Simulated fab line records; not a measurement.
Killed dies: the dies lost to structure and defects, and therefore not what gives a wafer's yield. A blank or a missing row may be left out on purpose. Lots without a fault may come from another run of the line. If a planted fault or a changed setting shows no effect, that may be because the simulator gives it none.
fab line records ; flow nand_harc
record lots=12; wafers=36; last_day=33
route steps=1302 shown P_M1@301 P_M2@323 END@1302
lots untouched by any fault: they come from a run of this same line in which no faults occurred
start_h: the number of hours between the record's first day and the start of the first shown wafer of the lot ; wait_h: hours elapsed since this lot's preceding step ; " the same as in the row above ; L1.1+2: several wafers, shown together as one row ; - no value, or no start given ; * or withheld: withheld ; < > ~ a bound
route shown NAME@n: a module of which the file shows steps, and the number in the route of the first ; usual: average and standard deviation across the fault-free wafers ; same: alike in all rows ; chamber/n: place in a boat ; sites: per-site readings ; _std_site: their standard deviation ; _edge_site: the outer-site mean with the inner-site mean subtracted ; radius_mm: for every site, how far away it sits from the centre of the wafer ; mask NAME#n: copy n ; behind: the tool/chamber that last shaped the wafer ; hold: why the lot was held/for how many hours/how that ended ; device: which transistor (n, p or np) failed to switch ; end of line: tests of these same wafers at the route's end ; a step with no rows: only its recipe ; killed: dies lost to structure and defects at the first sort, not the wafer's yield ; map: dies across one wafer; x = killed, . = not, _ = none there
set.NAME: the run value of the setting; set.NAME@STEP: its run value at that earlier step ; model.NAME: the simulator's own value behind a step, which no gauge read
route steps across a sampled set of lots; one table per step, one row per wafer
services: a tool's chamber out of use, with start hour (start_h, from the record's first day; less than 0 if before it), hours out, and reason
## steps
# step NHARC_P_M1_CD_MEAS_16
# usual cd_nm=130.0/0.86
lot.wafer;tool;chamber;start_h;wait_h;cd_nm
L657.2;cd_sem-01;-;138.46;-;130.6
L657.3;cd_sem-01;-;138.46;-;130.8
L657.5;cd_sem-01;-;138.46;-;129.9
L658.3;cd_sem-03;-;150.32;-;129.3
L658.5;cd_sem-03;-;150.32;-;128.8
L658.6;cd_sem-03;-;150.32;-;129.1
L661.1;cd_sem-01;-;176.27;-;131.5
L661.4;cd_sem-01;-;176.27;-;129.1
L661.6;cd_sem-01;-;176.27;-;128.7
L660.2;cd_sem-02;-;176.59;-;129.0
L660.3;cd_sem-02;-;176.59;-;130.5
L660.5;cd_sem-02;-;176.59;-;129.9
L664.1;cd_sem-03;-;206.43;-;131.1
L664.3;cd_sem-03;-;206.43;-;129.7
L664.6;cd_sem-03;-;206.43;-;130.5
L665.3;cd_sem-03;-;217.08;-;129.2
L665.4;cd_sem-03;-;217.08;-;131.5
L665.5;cd_sem-03;-;217.08;-;129.8
L666.2;cd_sem-02;-;234.30;-;130.8
L666.5;cd_sem-02;-;234.30;-;130.8
L666.6;cd_sem-02;-;234.30;-;130.2
L668.1;cd_sem-01;-;243.58;-;130.3
L668.2;cd_sem-01;-;243.58;-;130.2
L668.5;cd_sem-01;-;243.58;-;130.6
L669.4;cd_sem-01;-;250.88;-;129.3
L669.5;cd_sem-01;-;250.88;-;130.3
L669.6;cd_sem-01;-;250.88;-;130.2
L677.1;cd_sem-03;-;339.31;-;130.7
L677.2;cd_sem-03;-;339.31;-;131.2
L677.5;cd_sem-03;-;339.31;-;130.1
L678.3;cd_sem-01;-;348.29;-;130.8
L678.5;cd_sem-01;-;348.29;-;130.4
L678.6;cd_sem-01;-;348.29;-;131.6
L679.1;cd_sem-02;-;356.21;-;130.9
L679.3;cd_sem-02;-;356.21;-;131.5
L679.6;cd_sem-02;-;356.21;-;132.2
# step NHARC_P_M1_ANNEAL_31
# recipe temp_c=225; time_s=90
# usual wafer_temp_C_max=226.7/0.3
lot.wafer;tool;chamber;start_h;wait_h;wafer_temp_C_max
L657.2;rtp_anneal-02;0;139.99;-;226.7
L657.3;rtp_anneal-02;0;139.99;-;226.3
L657.5;rtp_anneal-02;0;139.99;-;227.0
L658.3;rtp_anneal-02;0;151.90;-;226.3
L658.5;rtp_anneal-02;0;151.90;-;226.6
L658.6;rtp_anneal-02;0;151.90;-;226.9
L661.1;rtp_anneal-01;0;177.84;-;226.4
L661.4;rtp_anneal-01;0;177.84;-;227.7
L661.6;rtp_anneal-01;0;177.84;-;226.9
L660.2;rtp_anneal-02;0;178.12;-;226.6
L660.3;rtp_anneal-02;0;178.12;-;226.7
L660.5;rtp_anneal-02;0;178.12;-;226.6
L664.1;rtp_anneal-02;0;207.99;-;226.4
L664.3;rtp_anneal-02;0;207.99;-;226.5
L664.6;rtp_anneal-02;0;207.99;-;226.4
L665.3;rtp_anneal-01;0;218.71;0.3;226.8
L665.4;rtp_anneal-01;0;218.71;0.3;227.0
L665.5;rtp_anneal-01;0;218.71;0.3;226.8
L666.2;rtp_anneal-01;0;235.80;-;226.9
L666.5;rtp_anneal-01;0;235.80;-;226.7
L666.6;rtp_anneal-01;0;235.80;-;226.9
L668.1;rtp_anneal-01;0;245.03;-;226.7
L668.2;rtp_anneal-01;0;245.03;-;227.0
L668.5;rtp_anneal-01;0;245.03;-;227.7
L669.4;rtp_anneal-02;0;252.48;-;226.7
L669.5;rtp_anneal-02;0;252.48;-;226.6
L669.6;rtp_anneal-02;0;252.48;-;226.5
L677.1;rtp_anneal-02;0;340.77;0.3;226.9
L677.2;rtp_anneal-02;0;340.77;0.3;226.9
L677.5;rtp_anneal-02;0;340.77;0.3;226.7
L678.3;rtp_anneal-01;0;349.86;0.3;226.9
L678.5;rtp_anneal-01;0;349.86;0.3;227.2
L678.6;rtp_anneal-01;0;349.86;0.3;226.9
L679.1;rtp_anneal-02;0;357.89;0.3;226.3
L679.3;rtp_anneal-02;0;357.89;0.3;226.9
L679.6;rtp_anneal-02;0;357.89;0.3;226.4
# step NHARC_P_M1_PRE_CLEAN_32
# recipe time_s=12; temp_c=370; rf_power_w=300; gas=NH3
# usual heater_power_w=642/76
lot.wafer;tool;chamber;start_h;wait_h;heater_power_w
L657.3;pecvd-03;2;141.50;0.1;677
L657.2;pecvd-03;0;141.50;0.1;688
L657.5;pecvd-03;2;141.50;0.1;663
L658.3;pecvd-01;2;152.71;0.1;599
L658.5;pecvd-01;0;152.71;0.1;644
L658.6;pecvd-01;2;152.71;0.1;599
L661.1;pecvd-03;0;178.74;0.1;717
L661.4;pecvd-03;2;178.74;0.1;650
L661.6;pecvd-03;1;178.74;0.1;532
L660.3;pecvd-01;2;178.97;0.1;620
L660.2;pecvd-01;0;178.97;0.1;678
L660.5;pecvd-01;1;178.97;0.1;628
L664.3;pecvd-03;1;208.87;0.1;525
L664.1;pecvd-03;2;208.87;0.1;614
L664.6;pecvd-03;1;208.87;0.1;508
L665.3;pecvd-04;1;219.52;0.1;533
L665.5;pecvd-04;2;219.52;0.1;742
L665.4;pecvd-04;1;219.52;0.1;542
L666.2;pecvd-03;0;236.66;0.1;752
L666.6;pecvd-03;1;236.66;0.1;525
L666.5;pecvd-03;0;236.66;0.1;765
L668.1;pecvd-01;0;245.93;0.1;668
L668.2;pecvd-01;1;245.93;0.1;627
L668.5;pecvd-01;1;245.93;0.1;605
L669.4;pecvd-04;2;253.25;0.1;776
L669.5;pecvd-04;0;253.25;0.1;646
L669.6;pecvd-04;1;253.25;0.1;590
L677.2;pecvd-03;2;341.65;0.1;616
L677.1;pecvd-03;1;341.65;0.1;492
L677.5;pecvd-03;1;341.65;0.1;478
L678.3;pecvd-04;1;350.64;0.1;638
L678.5;pecvd-04;1;350.64;0.1;644
L678.6;pecvd-04;2;350.64;0.1;721
L679.3;pecvd-03;2;358.78;0.1;636
L679.1;pecvd-03;1;358.78;0.1;452
L679.6;pecvd-03;0;358.78;0.1;629
# step NHARC_P_M2_SOFTBAKE_04
# recipe temp_c=105; time_s=55
# usual exhaust_pa=44.8/0.98; heater_power_total_W=188.45/0.14; resist_line_temp_C=23.00/0.11
lot.wafer;tool;chamber;start_h;wait_h;exhaust_pa;heater_power_total_W;resist_line_temp_C
L657.2;litho_track-04;0;142;-;44.3;188.66;22.90
L657.3;litho_track-04;0;142;-;44.4;188.43;22.93
L657.5;litho_track-04;0;142;-;44.4;188.30;23.08
L658.3;litho_track-06;0;153;-;46.8;188.34;22.95
L658.5;litho_track-06;0;153;-;46.0;188.62;23.12
L658.6;litho_track-06;0;153;-;45.4;188.34;23.25
L661.1;litho_track-01;0;179;-;44.6;188.72;22.99
L661.4;litho_track-01;0;179;-;44.5;188.50;22.81
L661.6;litho_track-01;0;179;-;45.3;188.48;22.96
L660.2;litho_track-04;0;179;-;45.0;188.31;23.09
L660.3;litho_track-04;0;179;-;44.5;188.73;23.06
L660.5;litho_track-04;0;179;-;44.8;188.31;23.16
L664.1;litho_track-06;0;209;-;44.9;188.74;22.96
L664.3;litho_track-06;0;209;-;45.9;188.28;23.06
L664.6;litho_track-06;0;209;-;46.3;188.50;23.22
L665.3;litho_track-06;0;220;-;43.2;188.39;22.91
L665.4;litho_track-06;0;220;-;44.1;188.43;22.82
L665.5;litho_track-06;0;220;-;44.1;188.42;23.05
L666.2;litho_track-04;0;237;-;43.1;188.45;23.03
L666.5;litho_track-04;0;237;-;44.3;188.73;23.17
L666.6;litho_track-04;0;237;-;42.1;188.73;23.10
L668.1;litho_track-06;0;246;-;45.1;188.32;23.12
L668.2;litho_track-06;0;246;-;46.0;188.69;23.07
L668.5;litho_track-06;0;246;-;45.5;188.27;23.05
L669.4;litho_track-04;0;254;-;42.6;188.58;23.01
L669.5;litho_track-04;0;254;-;44.1;188.36;23.01
L669.6;litho_track-04;0;254;-;44.2;188.51;23.03
L677.1;litho_track-04;0;342;-;44.7;188.45;22.88
L677.2;litho_track-04;0;342;-;45.9;188.63;22.89
L677.5;litho_track-04;0;342;-;43.7;188.39;22.99
L678.3;litho_track-06;0;351;-;44.0;212.36;23.08
L678.5;litho_track-06;0;351;-;42.8;188.25;23.14
L678.6;litho_track-06;0;351;-;45.3;188.36;22.98
L679.1;litho_track-04;0;359;-;45.8;188.64;23.04
L679.3;litho_track-04;0;359;-;44.2;188.53;22.88
L679.6;litho_track-04;0;359;-;43.3;188.74;23.00
# step NHARC_END_SORT_01
# recipe temp_c=25
# usual defect_limited_yield=91.6/2.8; killed_at_array=53/19; killed_at_other=0.8/1.2; killed_at_periphery=3.7/2.3; killed_dies=57/19; killed_open=3.2/1.7; killed_short=2.6/1.8; sort_bin_2_pct=3.0/1.2; sort_bin_3_pct=0.7/0.4; sort_bin_4_pct=4.8/1.5; sort_n_pass=620/19; sort_rim_yield_pct=90/4.8; sort_yield_pct=91.6/2.8
# same gross_dies=677; sort_bin_5_pct[%]=0; sort_bin_6_pct[%]=0; sort_bin_7_pct[%]=0; sort_bin_8_pct[%]=0; sort_rim_n_gross=106.00
lot.wafer;tool;chamber;start_h;wait_h;defect_limited_yield[%];killed_at_array;killed_at_other;killed_at_periphery;killed_dies;killed_open;killed_short;sort_bin_2_pct[%];sort_bin_3_pct[%];sort_bin_4_pct[%];sort_n_pass;sort_rim_yield_pct[%];sort_yield_pct[%]
L657.2;prober-02;0;580.52;2.8;91.1;56;1;3;60;3;4;2.7;0.9;5.3;617;88;91.1
L657.3;prober-02;0;581.33;3.1;90.7;57;0;6;63;2;3;3.0;1.6;4.7;614;89;90.7
L657.5;prober-02;0;582.95;3.7;90.4;57;0;8;65;6;2;4.4;0.1;5.0;612;87;90.4
L658.3;prober-01;0;589.01;3.0;92.9;45;0;3;48;2;5;2.2;0.4;4.4;629;88;92.9
L658.5;prober-01;0;590.58;3.6;92.8;47;0;2;49;3;2;2.2;0.4;4.6;628;93;92.8
L658.6;prober-01;0;591.36;3.9;93.5;44;0;0;44;1;1;1.5;0.7;4.3;633;92;93.5
L660.2;prober-01;0;624.27;2.8;87.3;85;0;1;86;3;0;5.6;0.9;6.2;591;82;87.3
L660.3;prober-01;0;625.07;3.1;85.5;95;0;3;98;3;3;5.9;1.2;7.4;579;86;85.5
L660.5;prober-01;0;626.66;3.7;87.7;82;0;1;83;0;0;5.8;0.9;5.6;594;78;87.7
L661.1;prober-02;0;632.96;2.5;95.1;31;0;2;33;4;5;1.0;0.1;3.7;644;95;95.1
L661.4;prober-02;0;635.37;3.4;95.1;31;0;2;33;4;1;1.8;0.6;2.5;644;95;95.1
L661.6;prober-02;0;636.98;4.0;96.0;25;1;1;27;4;5;1.9;0;2.1;650;95;96.0
L664.1;prober-01;0;640.83;2.5;90.5;60;0;4;64;1;2;3.4;0.7;5.3;613;84;90.5
L664.3;prober-01;0;642.42;3.1;87.9;77;0;5;82;5;3;4.0;0.6;7.5;595;83;87.9
L664.6;prober-01;0;644.79;4.0;90.0;62;3;3;68;2;0;4.1;1.2;4.7;609;82;90.0
L668.1;prober-02;0;662.24;2.5;89.7;66;1;3;70;3;6;3.8;0.3;6.2;607;90;89.7
L668.2;prober-02;0;663.03;2.8;88.6;74;2;1;77;3;3;3.5;0.9;6.9;600;80;88.6
L668.5;prober-02;0;665.42;3.7;91.3;54;2;3;59;3;3;3.7;0.9;4.1;618;78;91.3
L665.3;prober-01;0;663.79;3.1;91.9;53;0;2;55;4;1;2.4;0.7;5.0;622;93;91.9
L665.4;prober-01;0;664.60;3.4;93.1;44;1;2;47;4;1;2.8;0.3;3.8;630;92;93.1
L665.5;prober-01;0;665.41;3.7;92.6;43;2;5;50;6;2;2.7;1.2;3.5;627;84;92.6
L669.4;prober-01;0;700.87;3.4;91.7;48;2;6;56;4;2;2.7;0.1;5.5;621;90;91.7
L669.5;prober-01;0;701.67;3.7;93.6;40;1;2;43;2;3;2.4;0.4;3.5;634;90;93.6
L669.6;prober-01;0;702.48;4.0;91.7;53;0;3;56;4;3;2.2;0.6;5.5;621;89;91.7
# killed by level:class
L657.2 A_CHANNEL_HOLE_D1:chamber_film_flake=30 A_CHANNEL_HOLE_D2:chamber_film_flake=16 A_STAIRCASE:chamber_film_flake=3 A_CONTACT:chamber_film_flake=2 P_M0:geometric_particle:open=1 P_M0:geometric_particle:short=1 A_ONON_D1:geometric_particle:open=1 A_SGD_CUT:geometric_particle:short=1
L657.3 A_CHANNEL_HOLE_D1:chamber_film_flake=22 A_CHANNEL_HOLE_D2:chamber_film_flake=20 A_CONTACT:chamber_film_flake=6 A_CHANNEL_FILL_D2:chamber_film_flake=3 A_STAIRCASE:chamber_film_flake=3 P_STI:geometric_particle:open=1 P_GATE:geometric_particle:short=1 P_M0:geometric_particle:open=1
L657.5 A_CHANNEL_HOLE_D2:chamber_film_flake=26 A_CHANNEL_HOLE_D1:chamber_film_flake=13 A_CONTACT:chamber_film_flake=9 A_STAIRCASE:chamber_film_flake=3 P_GATE:geometric_particle:open=2 P_GATE:chamber_film_flake=2 P_CONTACT:geometric_particle:open=1 P_M0:geometric_particle:short=1
L658.3 A_SLIT:chamber_film_flake=12 A_CHANNEL_HOLE_D2:chamber_film_flake=11 A_CONTACT:chamber_film_flake=7 A_STAIRCASE:chamber_film_flake=6 P_CONTACT:chamber_film_flake=2 A_CHANNEL_FILL_D2:chamber_film_flake=2 P_M0:geometric_particle:open=1 A_SOURCE_PLATE:geometric_particle:short=1
L658.5 A_SLIT:chamber_film_flake=23 A_CONTACT:chamber_film_flake=10 A_CHANNEL_HOLE_D2:chamber_film_flake=6 A_CHANNEL_HOLE_D1:chamber_film_flake=2 P_CONTACT:geometric_particle:open=1 A_CHANNEL_HOLE_D1:geometric_particle:short=1 A_CHANNEL_FILL_D2:geometric_particle:short=1 A_CHANNEL_FILL_D2:geometric_particle:open=1
L658.6 A_SLIT:chamber_film_flake=20 A_STAIRCASE:chamber_film_flake=8 A_CONTACT:chamber_film_flake=6 A_CHANNEL_HOLE_D2:chamber_film_flake=3 A_ZERO_WELL:chamber_film_flake=2 A_CHANNEL_HOLE_D1:chamber_film_flake=2 A_CHANNEL_HOLE_D2:geometric_particle:short=1 A_WL_FILL:geometric_particle:open=1
L660.2 A_CHANNEL_HOLE_D1:chamber_film_flake=26 A_CHANNEL_HOLE_D2:chamber_film_flake=26 A_SLIT:chamber_film_flake=18 A_STAIRCASE:chamber_film_flake=4 A_CONTACT:chamber_film_flake=4 A_BLC:chamber_film_flake=3 A_DECK1_JOINT:geometric_particle:open=2 A_SOURCE_PLATE:geometric_particle:open=1
L660.3 A_CHANNEL_HOLE_D2:chamber_film_flake=30 A_SLIT:chamber_film_flake=28 A_CHANNEL_HOLE_D1:chamber_film_flake=17 A_CONTACT:chamber_film_flake=9 A_STAIRCASE:chamber_film_flake=3 A_BLC:chamber_film_flake=3 P_CONTACT:geometric_particle:open=1 A_ONON_D1:geometric_particle:short=1
L660.5 A_CHANNEL_HOLE_D2:chamber_film_flake=23 A_SLIT:chamber_film_flake=23 A_CHANNEL_HOLE_D1:chamber_film_flake=22 A_CONTACT:chamber_film_flake=7 A_BLC:chamber_film_flake=4 A_STAIRCASE:chamber_film_flake=2 P_BONDPAD:chamber_film_flake=1 A_CHANNEL_FILL_D2:chamber_film_flake=1
L661.1 A_CHANNEL_HOLE_D2:chamber_film_flake=5 A_STAIRCASE:chamber_film_flake=4 A_WL_FILL:chamber_film_flake=4 A_CHANNEL_FILL_D1:chamber_film_flake=3 A_CONTACT:chamber_film_flake=3 A_CHANNEL_HOLE_D1:geometric_particle:short=2 A_CHANNEL_HOLE_D1:chamber_film_flake=2 P_M0:geometric_particle:open=1
L661.4 A_STAIRCASE:chamber_film_flake=8 A_CHANNEL_HOLE_D2:chamber_film_flake=7 A_CHANNEL_HOLE_D1:chamber_film_flake=4 A_CONTACT:chamber_film_flake=3 P_GATE:geometric_particle:open=2 A_CHANNEL_FILL_D1:chamber_film_flake=2 A_SLIT:chamber_film_flake=2 A_WL_FILL:chamber_film_flake=2
L661.6 A_CHANNEL_HOLE_D2:chamber_film_flake=8 A_BLC:chamber_film_flake=3 A_SGD_CUT:geometric_particle:short=2 A_CONTACT:geometric_particle:open=2 A_CHANNEL_FILL_D1:chamber_film_flake=2 A_WL_FILL:chamber_film_flake=2 P_M0:geometric_particle:short=1 A_ONON_D1:geometric_particle:open=1
L664.1 A_SLIT:chamber_film_flake=24 A_CHANNEL_HOLE_D1:chamber_film_flake=16 A_CHANNEL_HOLE_D2:chamber_film_flake=11 P_ZERO_WELL:chamber_film_flake=3 A_CONTACT:chamber_film_flake=2 A_SOURCE_PLATE:geometric_particle:short=1 A_ONON_D1:geometric_particle:short=1 A_DECK1_JOINT:geometric_particle:open=1
L664.3 A_CHANNEL_HOLE_D1:chamber_film_flake=32 A_CHANNEL_HOLE_D2:chamber_film_flake=15 A_SLIT:chamber_film_flake=15 A_ZERO_WELL:chamber_film_flake=3 A_WL_FILL:chamber_film_flake=3 A_WL_FILL:geometric_particle:short=2 P_CONTACT:geometric_particle:short=1 P_CONTACT:geometric_particle:open=1
L664.6 A_SLIT:chamber_film_flake=21 A_CHANNEL_HOLE_D1:chamber_film_flake=16 A_CHANNEL_HOLE_D2:chamber_film_flake=15 A_BLC:chamber_film_flake=4 P_BONDPAD:chamber_film_flake=3 THIN_TSV:chamber_film_flake=3 A_CONTACT:chamber_film_flake=2 A_CHANNEL_FILL_D1:geometric_particle:open=1
L668.1 A_SLIT:chamber_film_flake=34 A_CHANNEL_HOLE_D1:chamber_film_flake=17 A_CHANNEL_HOLE_D2:chamber_film_flake=2 A_CONTACT:chamber_film_flake=2 P_STI:geometric_particle:open=1 P_CONTACT:geometric_particle:open=1 P_M0:geometric_particle:open=1 A_CHANNEL_FILL_D1:geometric_particle:short=1
L668.2 A_CHANNEL_HOLE_D1:chamber_film_flake=35 A_SLIT:chamber_film_flake=23 A_DECK1_JOINT:chamber_film_flake=3 A_CONTACT:chamber_film_flake=3 A_ONON_D2:geometric_particle:open=2 A_WL_FILL:geometric_particle:short=2 A_ZERO_WELL:chamber_film_flake=2 THIN_TSV:chamber_film_flake=2
L665.3 A_CHANNEL_HOLE_D1:chamber_film_flake=30 A_CHANNEL_HOLE_D2:chamber_film_flake=9 A_DECK1_JOINT:chamber_film_flake=4 A_CONTACT:chamber_film_flake=4 A_SLIT:chamber_film_flake=2 P_M0:geometric_particle:open=1 P_M2:geometric_particle:open=1 A_SOURCE_PLATE:geometric_particle:open=1
L665.4 A_CHANNEL_HOLE_D2:chamber_film_flake=17 A_CHANNEL_HOLE_D1:chamber_film_flake=15 A_DECK1_JOINT:chamber_film_flake=2 A_WL_FILL:chamber_film_flake=2 A_CONTACT:chamber_film_flake=2 A_CHANNEL_FILL_D1:geometric_particle:open=1 A_CHANNEL_HOLE_D2:geometric_particle:open=1 A_SGD_CUT:geometric_particle:short=1
L665.5 A_CHANNEL_HOLE_D1:chamber_film_flake=21 A_CHANNEL_HOLE_D2:chamber_film_flake=16 P_CONTACT:geometric_particle:open=3 THIN_TSV:chamber_film_flake=2 P_CONTACT:geometric_particle:short=1 A_CHANNEL_FILL_D1:geometric_particle:short=1 A_DECK1_JOINT:geometric_particle:open=1 A_CHANNEL_FILL_D2:geometric_particle:open=1
L668.5 A_SLIT:chamber_film_flake=23 A_CHANNEL_HOLE_D1:chamber_film_flake=15 A_CONTACT:chamber_film_flake=5 A_DECK1_JOINT:geometric_particle:open=3 A_WL_FILL:chamber_film_flake=2 THIN_TSV:chamber_film_flake=2 A_CHANNEL_HOLE_D2:geometric_particle:short=1 A_CHANNEL_FILL_D2:geometric_particle:short=1
L669.4 A_CHANNEL_HOLE_D1:chamber_film_flake=30 A_CHANNEL_HOLE_D2:chamber_film_flake=9 A_DECK1_JOINT:geometric_particle:open=2 P_ZERO_WELL:chamber_film_flake=2 A_DECK1_JOINT:chamber_film_flake=2 A_STAIRCASE:chamber_film_flake=2 THIN_TSV:chamber_film_flake=2 P_GATE:geometric_particle:short=1
L669.5 A_CHANNEL_HOLE_D1:chamber_film_flake=18 A_CHANNEL_HOLE_D2:chamber_film_flake=13 A_STAIRCASE:chamber_film_flake=2 P_GATE:geometric_particle:open=1 A_SOURCE_PLATE:geometric_particle:short=1 A_ONON_D1:geometric_particle:open=1 A_DECK1_JOINT:geometric_particle:short=1 A_CHANNEL_FILL_D2:geometric_particle:short=1
L669.6 A_CHANNEL_HOLE_D1:chamber_film_flake=28 A_CHANNEL_HOLE_D2:chamber_film_flake=11 A_SLIT:chamber_film_flake=3 A_CHANNEL_HOLE_D1:geometric_particle:short=2 A_CONTACT:geometric_particle:open=2 A_STAIRCASE:chamber_film_flake=2 P_M0:geometric_particle:open=1 A_ONON_D2:geometric_particle:short=1
## services
tool;chamber;start_h;hours;kind
pecvd-01;-;130.18;13.0;pm
pecvd-01;0;130.18;13.6;vent_cycle
pecvd-01;1;130.18;13.6;vent_cycle
pecvd-01;2;130.18;13.6;vent_cycle
litho_track-01;-;155.00;7.0;pm
litho_track-06;-;179.00;7.0;pm
pecvd-03;-;185.00;13.0;pm
pecvd-03;0;185.00;23.2;vent_cycle
pecvd-03;1;185.00;23.2;vent_cycle
pecvd-03;2;185.00;23.2;vent_cycle
pecvd-01;2;188.56;3.1;repair
litho_track-04;-;203.01;7.0;pm
pecvd-01;-;264.88;0.4;repair
pecvd-04;-;269.31;13.0;pm
pecvd-04;0;269.31;13.0;vent_cycle
pecvd-04;1;269.31;13.0;vent_cycle
pecvd-04;2;269.31;13.0;vent_cycle
pecvd-04;0;282.31;-;clean
pecvd-01;-;290.31;1.3;repair
pecvd-01;-;311.18;13.0;pm
pecvd-04;-;321.99;1.5;repair
litho_track-01;-;330.00;7.0;pm
litho_track-04;-;353.76;-;consumable_replace:filter
litho_track-06;-;354.00;7.0;pm
## key
first_sign step=NHARC_P_M2_SOFTBAKE_04; reading=heater_power_total_W; direction=up; sigmas=99+; usual=*; struck=*
effect none on later readings
met_at NHARC_P_M2_SOFTBAKE_04
struck_lots L678
struck_wafers L678.3
not_acting_at NHARC_P_M1_CD_MEAS_16,NHARC_P_M1_ANNEAL_31,NHARC_P_M1_PRE_CLEAN_32
onset_between 246 351
fault kind=process_parameter_drift; tool=litho_track-06; chamber=-; onset_h=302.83; steps=NHARC_P_M2_SOFTBAKE_04; channel=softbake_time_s; offset=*; shape=step; end_h=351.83; scope=struck_wafers_only; acts_in=*; stated=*
